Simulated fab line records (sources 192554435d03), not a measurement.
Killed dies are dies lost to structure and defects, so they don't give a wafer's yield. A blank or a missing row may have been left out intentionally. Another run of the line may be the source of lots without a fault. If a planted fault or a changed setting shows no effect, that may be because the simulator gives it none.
fab line records ; flow n5-finfet
record: lots: 10; wafers: 27; last-day: 17
route steps=1938 shown WELL_APT@39 PMOS_HMC_CHANNEL_EPI@69 BEOL_M4@1111
lots that met no fault: taken from a fault-free run of the same line
start-h: the number of hours between the record's first day and the start of the first shown wafer of the lot ; wait-h: hours elapsed since this lot's preceding step ; " repeats the value in the row above ; L1.1+2: a row that stands for several wafers ; - either no value or no given start ; * or withheld: withheld ; < > ~ a bound
route shown NAME@n: names a module that has steps shown in the file, with the first one's number in the route ; usual: mean and standard deviation over wafers with no fault ; same: alike in all rows ; chamber/n: place in a boat ; sites: readings site by site ; _std_site: how widely they spread, as a standard deviation ; _edge_site: the outer-site mean with the inner-site mean subtracted ; radius-mm: how far each site lies from the wafer's centre ; mask NAME#n: copy n ; behind: the last tool/chamber to shape the wafer ; hold: why the lot went on hold/how many hours it stayed there/how the hold came to an end ; device: transistor that didn't switch, given as n, p or np ; end of line: the same wafers' tests at the end of the route ; a step without rows: its recipe alone ; killed: the dies lost at the first sort to structure and to defects; this is not the yield of the wafer ; map: dies across one wafer; x = killed, . = not, _ = none there
set.NAME: the setting as run; set.NAME@STEP: as run at that earlier step ; model.NAME: the simulator's own value behind a step, which no gauge read
route steps across a sampled set of lots; one table per step, one row per wafer
services: from which hour (start-h, from the record's first day; less than 0 if before it) a tool's chamber was out of use, for how many hours, and why
== steps ==
step: N5_WELL_APT_EXPOSE_22
recipe: mask-id: PWELL; na: 0.8; source-shape: conventional; sigma-outer: 0.8; polarization: unpolarized; defocus-nm: 0; target-cd-nm: 200; dose-mj: 23.2
usual: reticle-temp-C: 22.99/0.11; stage-vel-mm-s: 500.02/0.25
same: sigma-outer: 0.8
lot.wafer;tool;chamber;start-h;wait-h;mask;reticle-temp-C;stage-vel-mm-s
L193.2;krf-scanner-02;0;32.80;-;PWELL#0;22.99;500.27
L193.3;krf-scanner-02;0;32.80;-;PWELL#0;23.07;500.27
L195.1;krf-scanner-02;0;44.94;-;PWELL#0;22.85;500.06
L195.2;krf-scanner-02;0;44.94;-;PWELL#0;22.93;500.10
L195.3;krf-scanner-02;0;44.94;-;PWELL#0;22.97;500.03
L197.1;krf-scanner-02;0;57.62;-;PWELL#0;23.05;500.29
L197.5;krf-scanner-02;0;57.62;-;PWELL#0;23.01;500.21
L198.1;krf-scanner-01;0;62.78;-;PWELL#0;23.10;499.65
L198.3;krf-scanner-01;0;62.78;-;PWELL#0;22.99;499.51
L199.1;krf-scanner-01;0;68.90;-;PWELL#0;22.94;500.24
L199.2;krf-scanner-01;0;68.90;-;PWELL#0;22.93;500.02
L199.5;krf-scanner-01;0;68.90;-;PWELL#0;22.86;499.64
L209.1;krf-scanner-02;0;128.83;-;PWELL#0;22.89;499.67
L209.2;krf-scanner-02;0;128.83;-;PWELL#0;23.04;500.34
L209.3;krf-scanner-02;0;128.83;-;PWELL#0;22.77;500.17
L210.2;krf-scanner-02;0;135.26;-;PWELL#0;23.13;499.87
L210.3;krf-scanner-02;0;135.26;-;PWELL#0;23.08;500.32
L210.5;krf-scanner-02;0;135.26;-;PWELL#0;23.11;500.11
L211.1;krf-scanner-01;0;141.04;-;PWELL#0;23.05;500.01
L211.3;krf-scanner-01;0;141.04;-;PWELL#0;23.06;500.03
L211.6;krf-scanner-01;0;141.04;-;PWELL#0;22.99;500.08
L212.2;krf-scanner-01;0;146.66;-;PWELL#0;22.89;500.03
L212.3;krf-scanner-01;0;146.66;-;PWELL#0;22.98;500.03
L212.6;krf-scanner-01;0;146.66;-;PWELL#0;23.08;500.14
L213.1;krf-scanner-01;0;152.75;-;PWELL#0;23.06;500.14
L213.3;krf-scanner-01;0;152.75;-;PWELL#0;22.90;499.66
L213.6;krf-scanner-01;0;152.75;-;PWELL#0;23.16;499.57
step: N5_WELL_APT_CD_MEAS_25
recipe: target-cd-nm: 200; landing-energy-ev: 500; detector: se-inlens
usual: cd-nm: 199.0/2.9
lot.wafer;tool;chamber;start-h;wait-h;cd-nm
L193.2;cd-sem-01;0;32.97;-;199.2
L193.3;cd-sem-01;0;32.97;-;197.5
L195.1;cd-sem-01;0;45.12;-;201.4
L195.2;cd-sem-01;0;45.12;-;196.8
L195.3;cd-sem-01;0;45.12;-;198.4
L197.1;cd-sem-01;0;57.79;-;196.1
L197.5;cd-sem-01;0;57.79;-;200.8
L198.1;cd-sem-01;0;62.95;-;202.9
L198.3;cd-sem-01;0;62.95;-;208.2
L199.1;cd-sem-03;0;69.07;-;199.3
L199.2;cd-sem-03;0;69.07;-;201.1
L199.5;cd-sem-03;0;69.07;-;201.9
L209.1;cd-sem-01;0;129.00;-;202.3
L209.2;cd-sem-01;0;129.00;-;196.3
L209.3;cd-sem-01;0;129.00;-;197.2
L210.2;cd-sem-03;0;135.43;-;197.3
L210.3;cd-sem-03;0;135.43;-;196.4
L210.5;cd-sem-03;0;135.43;-;195.1
L211.1;cd-sem-01;0;141.21;-;200.3
L211.3;cd-sem-01;0;141.21;-;205.6
L211.6;cd-sem-01;0;141.21;-;198.6
L212.2;cd-sem-02;0;146.82;-;195.7
L212.3;cd-sem-02;0;146.82;-;197.4
L212.6;cd-sem-02;0;146.82;-;198.1
L213.1;cd-sem-02;0;152.93;-;197.8
L213.3;cd-sem-02;0;152.93;-;202.8
L213.6;cd-sem-02;0;152.93;-;198.5
step: N5_WELL_APT_OVL_MEAS_26
recipe: points-per-wafer: 44
usual: PWELL_OVL: -1/5.5
lot.wafer;tool;chamber;start-h;wait-h;PWELL_OVL[nm]
L193.2;overlay-01;0;33.00;0.0;-2
L193.3;overlay-01;0;33.00;0.0;1
L195.1;overlay-02;0;45.15;0.0;5
L195.2;overlay-02;0;45.15;0.0;-9
L195.3;overlay-02;0;45.15;0.0;9
L197.1;overlay-01;0;57.82;0.0;7
L197.5;overlay-01;0;57.82;0.0;3
L198.1;overlay-02;0;62.98;0.0;-1
L198.3;overlay-02;0;62.98;0.0;-4
L199.1;overlay-01;0;69.10;0.0;-11
L199.2;overlay-01;0;69.10;0.0;-5
L199.5;overlay-01;0;69.10;0.0;-5
L209.1;overlay-01;0;129.04;0.0;25
L209.2;overlay-01;0;129.04;0.0;21
L209.3;overlay-01;0;129.04;0.0;24
L210.2;overlay-02;0;135.46;0.0;28
L210.3;overlay-02;0;135.46;0.0;25
L210.5;overlay-02;0;135.46;0.0;24
L211.1;overlay-02;0;141.24;0.0;-5
L211.3;overlay-02;0;141.24;0.0;-1
L211.6;overlay-02;0;141.24;0.0;-2
L212.2;overlay-02;0;146.85;0.0;-10
L212.3;overlay-02;0;146.85;0.0;-3
L212.6;overlay-02;0;146.85;0.0;-10
L213.1;overlay-02;0;152.96;0.0;-3
L213.3;overlay-02;0;152.96;0.0;-6
L213.6;overlay-02;0;152.96;0.0;-1
step: N5_WELL_APT_INSPECT_38
recipe: inspect-instrument: darkfield; mode: post-epi
usual: raw-defect-count: 14/5.9
lot.wafer;tool;chamber;start-h;wait-h;raw-defect-count
L193.2;defect-inspect-02;-;34.70;0.4;18
L193.3;defect-inspect-02;-;34.70;0.4;13
L195.1;defect-inspect-01;-;46.86;0.6;7
L195.2;defect-inspect-01;-;46.86;0.6;12
L195.3;defect-inspect-01;-;46.86;0.6;12
L197.1;defect-inspect-01;-;59.98;0.5;15
L197.5;defect-inspect-01;-;59.98;0.5;16
L198.1;defect-inspect-02;-;64.69;0.5;13
L198.3;defect-inspect-02;-;64.69;0.5;13
L199.1;defect-inspect-02;-;70.91;0.5;8
L199.2;defect-inspect-02;-;70.91;0.5;17
L199.5;defect-inspect-02;-;70.91;0.5;14
L209.1;defect-inspect-01;-;130.95;0.7;19
L209.2;defect-inspect-01;-;130.95;0.7;10
L209.3;defect-inspect-01;-;130.95;0.7;19
L210.2;defect-inspect-01;-;137.78;0.6;12
L210.3;defect-inspect-01;-;137.78;0.6;15
L210.5;defect-inspect-01;-;137.78;0.6;24
L211.1;defect-inspect-01;-;143.13;0.5;25
L211.3;defect-inspect-01;-;143.13;0.5;23
L211.6;defect-inspect-01;-;143.13;0.5;24
L212.2;defect-inspect-02;-;149.37;1.0;13
L212.3;defect-inspect-02;-;149.37;1.0;7
L212.6;defect-inspect-02;-;149.37;1.0;10
L213.1;defect-inspect-01;-;155.05;0.5;22
L213.3;defect-inspect-01;-;155.05;0.5;23
L213.6;defect-inspect-01;-;155.05;0.5;15
step: N5_PMOS_HMC_CHANNEL_EPI_ETCH_32
recipe: chemistry: N2/H2; target: BARC; stop-on: SiO2; target-depth-a: 858; over-etch-frac: 0.3; time-s: 50.3; ion-energy-ev: 200; mask-material: CAR-ArF-block; pressure-mtorr: 30; source-w: 840; bias-w: 150; n2-flow-sccm: 200; h2-flow-sccm: 200
usual: drypump-motor-current-A: 5.8/0.37; n2-flow-sccm: 200.0/0.62; oes-product-au: 0.65/0.045; rf-vpp-V: 523.6/2.2; showerhead-plenum-p-Torr: 2.53/0.082; throttle-valve-pct: 17.9/0.3
lot.wafer;tool;chamber;start-h;wait-h;drypump-motor-current-A;n2-flow-sccm;oes-product-au;rf-hours-counter-h;rf-vpp-V;showerhead-plenum-p-Torr;throttle-valve-pct
L193.2;rie-diel-01;0;35.26;0.0;5.7;199.3;0.62;207;524.6;2.52;17.7
L193.3;rie-diel-01;3;35.26;0.0;5.5;199.9;0.66;126;523.0;2.55;17.9
L195.1;rie-diel-02;1;47.67;0.0;5.8;201.0;0.58;242;521.0;2.50;17.9
L195.2;rie-diel-02;0;47.67;0.0;6.3;200.3;0.65;155;523.3;2.57;18.5
L195.3;rie-diel-02;3;47.67;0.0;5.3;200.1;0.74;46;524.9;2.57;17.4
L197.1;rie-diel-02;0;60.54;0.0;6.2;200.3;0.65;160;523.4;2.56;18.5
L197.5;rie-diel-02;0;60.54;0.0;6.3;199.7;0.65;-;524.3;2.56;18.5
L198.1;rie-diel-02;2;65.13;0.0;5.1;200.3;0.61;159;524.6;2.54;18.0
L198.3;rie-diel-02;1;65.13;0.0;5.8;200.1;0.59;247;521.6;2.49;17.9
L199.1;rie-diel-01;1;71.37;0.0;5.5;199.9;0.65;153;524.7;2.53;17.9
L199.2;rie-diel-01;2;71.37;0.0;6.3;199.0;0.68;121;521.6;2.47;18.0
L199.5;rie-diel-01;2;71.37;0.0;6.3;200.2;0.68;-;520.7;2.47;18.0
L209.1;rie-diel-03;3;131.39;0.0;5.7;199.8;0.63;177;521.0;2.40;17.7
L209.2;rie-diel-03;0;131.39;0.0;5.7;199.8;0.64;170;526.4;2.64;17.9
L209.3;rie-diel-03;2;131.39;0.0;6.0;201.6;0.60;235;518.9;2.38;18.1
L210.2;rie-diel-01;3;138.91;0.0;5.4;201.3;0.64;159;522.6;2.54;17.9
L210.3;rie-diel-01;2;138.91;0.0;6.2;200.0;0.66;139;520.3;2.46;18.1
L210.5;rie-diel-01;2;138.91;0.0;6.2;200.4;0.67;-;520.9;2.46;18.1
L211.1;rie-diel-03;2;143.70;0.0;6.0;200.0;0.60;239;521.0;2.38;18.1
L211.3;rie-diel-03;3;143.70;0.0;5.8;200.5;0.63;181;521.0;2.40;17.7
L211.6;rie-diel-03;3;143.70;0.0;5.8;200.4;0.63;-;521.5;2.40;17.7
L212.2;rie-diel-02;3;149.93;0.0;5.3;200.6;0.70;81;522.8;2.56;17.4
L212.3;rie-diel-02;1;149.93;0.0;5.8;199.3;0.81;13;522.2;2.49;17.6
L212.6;rie-diel-02;3;149.93;0.0;5.3;200.1;0.71;-;524.7;2.56;17.4
L213.1;rie-diel-03;0;155.51;0.0;5.7;200.2;0.63;177;526.2;2.64;17.9
L213.3;rie-diel-03;3;155.51;0.0;5.8;200.3;0.63;183;519.6;2.40;17.7
L213.6;rie-diel-03;0;155.51;0.0;5.7;199.0;0.64;-;526.9;2.64;17.9
step: N5_BEOL_M4_RC_MEAS_101
usual: DIBL_N: 37.5/2; DIBL_P: 37.5/2.5; IOFF_N: 0.18/0.042; IOFF_P: 0.24/0.046; ION_N: 677/15; ION_P: 464/9.5; SS_N: 72.0/0.76; SS_P: 73.6/0.79; VT_N: 249/3.5; VT_P: -249/3.2
lot.wafer;tool;chamber;start-h;wait-h;DIBL_N[mV/V];DIBL_P[mV/V];IOFF_N[nA/um];IOFF_P[nA/um];ION_N[uA/um];ION_P[uA/um];SS_N[mV/dec];SS_P[mV/dec];VT_N[mV];VT_P[mV]
L193.2;prober-01;0;181.31;0.2;36.9;37.5;0.16;0.20;657;451;72.8;73.8;251;-256
L193.3;prober-01;0;181.31;0.2;37.5;39.2;0.18;0.23;670;455;72.1;74.4;249;-250
L195.1;prober-01;0;195.03;0.0;34.2;34.4;0.15;0.18;682;471;72.3;73.2;253;-254
L195.2;prober-01;0;195.03;0.0;36.0;37.9;0.18;0.24;670;457;72.0;73.3;247;-249
L195.3;prober-01;0;195.03;0.0;36.8;38.0;0.20;0.23;687;464;72.0;74.3;247;-251
L197.1;prober-02;0;204.86;0.0;36.8;37.1;0.14;0.24;645;448;70.6;73.9;254;-251
L197.5;prober-02;0;204.86;0.0;38.7;38.1;0.19;0.25;679;464;71.8;73.3;247;-249
L198.1;prober-02;0;216.10;0.0;34.7;33.6;0.12;0.16;657;454;70.5;71.5;257;-252
L198.3;prober-02;0;216.10;0.0;42.7;45.1;0.30;0.38;694;473;73.4;75.7;243;-241
L199.1;prober-02;0;221.05;0.0;38.8;39.8;0.21;0.29;691;475;71.1;74.3;243;-242
L199.2;prober-02;0;221.05;0.0;38.0;37.3;0.18;0.24;677;465;71.7;73.2;252;-247
L199.5;prober-02;0;221.05;0.0;39.1;39.7;0.19;0.28;667;468;71.3;74.1;247;-245
L210.2;prober-01;0;290.64;0.2;34.4;32.8;0.13;0.20;667;465;71.4;72.4;251;-249
L210.3;prober-01;0;290.64;0.2;42.0;42.2;0.33;0.38;704;485;73.0;74.2;238;-242
L210.5;prober-01;0;290.64;0.2;38.8;37.2;0.20;0.25;686;470;72.1;74.1;248;-247
L209.1;prober-01;0;291.42;0.5;36.3;37.2;0.17;0.24;693;480;70.8;72.9;248;-247
L209.2;prober-01;0;291.42;0.5;35.6;35.8;0.15;0.22;665;466;71.5;72.4;248;-248
L209.3;prober-01;0;291.42;0.5;40.4;39.2;0.25;0.27;676;461;73.2;73.8;248;-244
L211.1;prober-02;0;294.48;0.0;39.4;38.3;0.23;0.24;708;470;72.3;74.6;244;-249
L211.3;prober-02;0;294.48;0.0;37.3;34.9;0.18;0.19;685;465;71.6;72.8;248;-250
L211.6;prober-02;0;294.48;0.0;37.4;36.5;0.18;0.20;693;467;72.1;73.8;247;-251
L212.2;prober-01;0;305.41;0.2;39.4;39.4;0.22;0.25;683;457;72.8;74.8;244;-249
L212.3;prober-01;0;305.41;0.2;34.4;34.4;0.12;0.18;672;465;71.4;73.1;251;-254
L212.6;prober-01;0;305.41;0.2;39.7;40.4;0.23;0.28;697;474;72.3;74.5;241;-249
L213.1;prober-02;0;307.06;0.0;37.1;36.8;0.19;0.20;668;454;72.8;73.0;248;-253
L213.3;prober-02;0;307.06;0.0;35.2;35.5;0.13;0.18;659;452;71.5;73.1;251;-253
L213.6;prober-02;0;307.06;0.0;38.5;38.6;0.20;0.23;673;457;72.3;74.2;248;-249
== services ==
tool;chamber;start-h;hours;kind
krf-scanner-01;-;15.49;1.0;pm
krf-scanner-01;-;16.58;4.4;pm
rie-diel-01;0;35.44;40.3;repair
krf-scanner-01;-;36.17;1.3;pm
krf-scanner-02;-;37.50;0.8;pm
krf-scanner-01;0;40.61;-;calibration
rie-diel-01;3;44.23;9.5;repair
krf-scanner-02;0;52.03;-;calibration
rie-diel-01;2;53.35;6.5;repair
rie-diel-02;1;78.97;-;clean
rie-diel-02;1;78.97;-;consumable-replace:focus-ring
rie-diel-02;1;78.97;27.7;scheduled-down
rie-diel-02;1;78.97;27.7;vent-cycle
krf-scanner-02;-;88.00;1.3;pm
rie-diel-01;2;96.68;7.6;repair
krf-scanner-02;-;114.49;3.6;pm
rie-diel-01;0;137.19;2.4;repair
krf-scanner-02;-;151.87;1.0;pm
krf-scanner-01;-;152.89;0.8;pm
== key ==
first-sign: step: N5_WELL_APT_OVL_MEAS_26; reading: PWELL_OVL; direction: up; sigmas: 4.7; usual: -1; struck: 25
effect none on later readings
met-at N5_WELL_APT_EXPOSE_22
struck-lots L209,L210
not-acting-at N5_WELL_APT_CD_MEAS_25,N5_WELL_APT_INSPECT_38,N5_PMOS_HMC_CHANNEL_EPI_ETCH_32
onset-between 57.62 128.83
fault: kind: scanner-matching-overlay; tool: krf-scanner-02; chamber: -; onset-h: 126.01; steps: N5_WELL_APT_EXPOSE_22; offset: 22.728
